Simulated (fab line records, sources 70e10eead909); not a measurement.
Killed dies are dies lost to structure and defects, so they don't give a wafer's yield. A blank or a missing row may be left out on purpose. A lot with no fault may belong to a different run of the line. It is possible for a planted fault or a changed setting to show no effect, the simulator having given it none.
Chamber matching    flow nand_harc    4 sister chambers for NHARC_P_M0_ETCH_34 on rie_diel-08
The step etches the open film in N2/H2, target depth 40 nm, overetch 12 nm, time 43.94 s. 8 wafers are shown with their chamber, then 10 later ones without.

== WAFERS, EACH WITH ITS CHAMBER ==
wafer   chamber  drypump_motor_current_A (A)  showerhead_plenum_p_Torr (Torr)
L214.6  0        5.64                         2.03
L220.5  2        5.26                         2.16
L221.5  2        5.28                         2.16
L221.6  1        6.17                         2.02
L222.2  3        5.57                         2.17
L222.5  0        5.63                         2.03
L222.6  3        5.60                         2.17
L229.2  1        6.16                         2.01

== WAFERS WITHOUT THEIR CHAMBER ==
wafer   drypump_motor_current_A (A)  showerhead_plenum_p_Torr (Torr)
L229.6  5.57                         2.17
L230.1  5.63                         2.03
L230.2  5.60                         2.17
L230.6  5.58                         2.17
L232.2  5.30                         2.15
L232.3  5.58                         2.17
L232.4  5.65                         2.03
L233.1  6.11                         2.01
L233.3  5.60                         2.16
L233.6  6.11                         2.01

== WHICH CHAMBER EACH ONE RAN IN ==
wafer   from the rows above  in truth
L229.6  3                    3
L230.1  0                    0
L230.2  3                    3
L230.6  3                    3
L232.2  2                    2
L232.3  3                    3
L232.4  0                    0
L233.1  1                    1
L233.3  3                    3
L233.6  1                    1
Placed correctly: 10 of 10. Number that these rows cannot place: 0. Wrongly placed: 0.
How it was worked out, from the rows above alone: a wafer's distance from a chamber is the root of the sum, over the readings, of the square of ((its reading less the chamber's mean) divided by the reading's scatter). The wafer belongs to the nearest chamber; if the next one is less than 2 further off, it can't be placed. Each chamber's mean is taken over the wafers shown for it. The scatter: the root of (the sum of the squares of (reading less its chamber's mean) over the shown wafers, divided by (wafers less chambers)).
